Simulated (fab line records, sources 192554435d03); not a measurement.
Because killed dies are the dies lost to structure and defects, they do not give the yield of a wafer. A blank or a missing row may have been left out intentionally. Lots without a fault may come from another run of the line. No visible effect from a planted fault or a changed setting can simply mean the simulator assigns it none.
Which tool was responsible? -- flow n5-finfet -- 33 wafers from 11 lots sampled at 2 of the route's 1938 steps

WHAT THE GAUGES SHOWED, per wafer
N5_BEOL_M7_INSPECT_30: inspects for defects (brightfield).
lot,measured,on,raw-defect-count
L075,day 10 02:18,defect-inspect-02,329 350 352
L076,day 10 08:08,defect-inspect-02,329 333 394
L079,day 10 11:04,defect-inspect-02,412 492 418
L081,day 11 21:38,defect-inspect-01,530 365 397
L080,day 12 03:28,defect-inspect-01,522 366 616
L085,day 12 09:52,defect-inspect-01,448 418 344
L090,day 13 03:06,defect-inspect-01,451 496 472
L089,day 14 06:05,defect-inspect-01,423 621 586
L092,day 15 02:07,defect-inspect-01,395 481 590
L097,day 16 00:09,defect-inspect-02,337 573 440
L095,day 16 09:22,defect-inspect-01,286 302 390

WHICH TOOL RAN EACH LOT (tool, then ch and the chambers of the sampled wafers, then the start)
lot,N5_BEOL_M7_STRIP_19
L075,"rie-diel-02 ch 0,3, day 10 01:28"
L076,"rie-diel-02 ch 1,2, day 10 06:54"
L079,"rie-diel-06 ch 0,2,3, day 10 09:45"
L081,"rie-diel-06 ch 0,2,3, day 11 20:23"
L080,"rie-diel-06 ch 0,1,3, day 12 00:46"
L085,"rie-diel-06 ch 1,2, day 12 07:31"
L090,"rie-diel-06 ch 0,1,2, day 13 00:29"
L089,"rie-diel-06 ch 0,3, day 14 03:39"
L092,"rie-diel-05 ch 0,1,3, day 15 01:24"
L097,"rie-diel-05 ch 0,2, day 15 21:52"
L095,"rie-diel-02 ch 1,2,3, day 16 06:55"
- N5_BEOL_M7_STRIP_19: strips in O2.

THE ANSWER, worked out from the rows above alone
Rule: the usual values come from the lots themselves. Put in order of their means at a reading, lots are off if they are a third of the lots or fewer, leave a main group of 4 or more, and stand apart from it by a gap of 3 or more times the standard deviation of the main group's means; of several such gaps the widest counts. A main group whose means are all the same, to the digits that the tables above print for the reading, isn't used. Also off: a lot with no number at a reading for which 4 or more lots have one. Where the step has rows for the other lots, those lots are counted as sound.
Across all readings shown, no lot is off: no conclusion can be drawn from this.

WHAT THE SIMULATOR HAD INSERTED
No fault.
